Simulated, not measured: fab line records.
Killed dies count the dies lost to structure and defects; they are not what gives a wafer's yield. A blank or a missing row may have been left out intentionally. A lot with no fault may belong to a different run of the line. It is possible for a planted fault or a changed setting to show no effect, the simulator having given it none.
Split-lot study | flow n5_finfet | 21 wafers read from 7 lots, route of 1938 steps

== THE SPLIT ==
At N5_FIN_CUT_EXPOSE_05 (exposes mask FIN CUT), the setting dose_mj was moved away from the recipe's 45.75 on 9 of the 21 wafers read, by -5.6% to +2.6%. This setting was run at the recipe's value on the other wafers.

== FROM THE SPLIT TO THE READING: what the file shows between them, 2 steps ==
- N5_FIN_CUT_PEB_06: peb time 60 s
- N5_FIN_CUT_DEVELOP_07: develop time 30 s

== THE READING ==
cd_nm, in nm, at N5_FIN_CUT_CD_MEAS_08 (target cd 29.1 nm). On this fab line, fault-free wafers typically give 29.09 nm with a standard deviation of 0.22 nm.

wafer  | tool, chamber at the split | dose_mj as run | against the recipe | cd_nm, nm | against lot-mates on the recipe
L079.1 | euv_scanner-02, 0          | 45.75          | recipe             | 29.12     | -
L079.2 | euv_scanner-02, 0          | 46.96          | +2.6%              | 29.47     | +0.31
L079.5 | euv_scanner-02, 0          | 45.75          | recipe             | 29.20     | -
L081.1 | euv_scanner-01, 0          | 45.75          | recipe             | 28.90     | -
L081.4 | euv_scanner-01, 0          | 45.75          | recipe             | 28.84     | -
L081.5 | euv_scanner-01, 0          | 45.75          | recipe             | 28.97     | -
L082.2 | euv_scanner-02, 0          | 43.18          | -5.6%              | 28.27     | -1.22
L082.4 | euv_scanner-02, 0          | 45.75          | recipe             | 29.49     | -
L082.5 | euv_scanner-02, 0          | 43.18          | -5.6%              | 28.18     | -1.31
L086.1 | euv_scanner-01, 0          | 45.75          | recipe             | 29.13     | -
L086.5 | euv_scanner-01, 0          | 45.75          | recipe             | 29.02     | -
L086.6 | euv_scanner-01, 0          | 45.75          | recipe             | 29.11     | -
L087.1 | euv_scanner-02, 0          | 45.75          | recipe             | 29.10     | -
L087.2 | euv_scanner-02, 0          | 44.14          | -3.5%              | 28.64     | -0.46
L087.5 | euv_scanner-02, 0          | 44.14          | -3.5%              | 28.40     | -0.70
L090.1 | euv_scanner-01, 0          | 45.75          | recipe             | 29.48     | -
L090.5 | euv_scanner-01, 0          | 43.71          | -4.5%              | 28.30     | -1.18
L090.6 | euv_scanner-01, 0          | 43.71          | -4.5%              | 28.61     | -0.87
L096.2 | euv_scanner-02, 0          | 43.96          | -3.9%              | 28.73     | -0.23
L096.5 | euv_scanner-02, 0          | 43.96          | -3.9%              | 28.25     | -0.71
L096.6 | euv_scanner-02, 0          | 45.75          | recipe             | 28.96     | -

FIT RESULTS
A straight line over all 21 wafers: cd_nm changes by +0.154 nm for each +1% of dose_mj; r = +0.90; the points scatter about the line by 0.19 nm.
The same after taking each lot's own level away (the mean of its wafers on the recipe; 21 wafers): +0.192 nm for each +1%; r = +0.94; scatter 0.17 nm.
According to that fit, moving dose_mj by its largest amount changes the reading by 1.1 nm.
The lots' own levels span 28.903 to 29.490 nm, that is 2.7 times the standard deviation above.
Hence the slope depends on the lot-to-lot level, as the two fits are not the same.
Check: for one of the wafers moved furthest among these (-5.6%), held out of the fit, the line's prediction against its lot-mates is -1.05 nm. It came out at -1.22 nm against them.

== ADDITIONAL SPLITS CARRIED BY THESE WAFERS ==
Note: prior to the reading, these wafers also went through further splits. Each is held against what the fit with the lots' levels taken away leaves over:
other split on the same wafers            | wafers away from the commonest value | r with cd_nm (lot level and that fit taken away)
N5_ZERO_LAYER_COAT_05 spin_rpm            | 6                                    | +0.18
N5_ZERO_LAYER_DEVELOP_10 develop_time_s   | 6                                    | -0.23
N5_PMOS_HMC_CHANNEL_EPI_PEB_07 peb_time_s | 4                                    | +0.39
N5_PMOS_HMC_CHANNEL_EPI_ETCH_38 bias_w    | 2                                    | -0.18
N5_FIN_SAQP_SPACER1_ALD_24 temp_c         | 8                                    | -0.09
N5_FIN_SAQP_COAT_68 spin_rpm              | 7                                    | -0.19

== THE WHOLE CHAIN: every reading that the file lists as answering this split, in the file's order ==
step                   | what it does                                                            | reading                                                               | change (the file's fit)               | r (the file's)
N5_FIN_CUT_CD_MEAS_08  | target cd 29.1 nm                                                       | cd_nm                                                                 | +0.19 nm for each +1% of the setting  | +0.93
N5_FIN_CUT_ETCH_30     | etches underlayer in N2/H2, target depth 13 nm, time 10.4 s             | FIN_CUT.cd_offset_nm (the simulator's own value, which no gauge read) | +0.152 nm for each +1% of the setting | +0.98
N5_FIN_CUT_ETCH_20     | etches SiARC in CF4, target depth 26 nm, time 43.3 s                    | FIN_CUT.cd_offset_nm (the simulator's own value, which no gauge read) | +0.163 nm for each +1% of the setting | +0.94
N5_FIN_CUT_CUT_ETCH_15 | etches Si in HBr/Cl2/O2, target depth 100 nm, bt time 10 s, time 42.4 s | FIN_CUT.cd_offset_nm (the simulator's own value, which no gauge read) | +0.131 nm for each +1% of the setting | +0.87

== THE FILE'S OWN FIT ==
cd_nm changes by +0.19 nm for each +1% of dose_mj, r = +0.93.
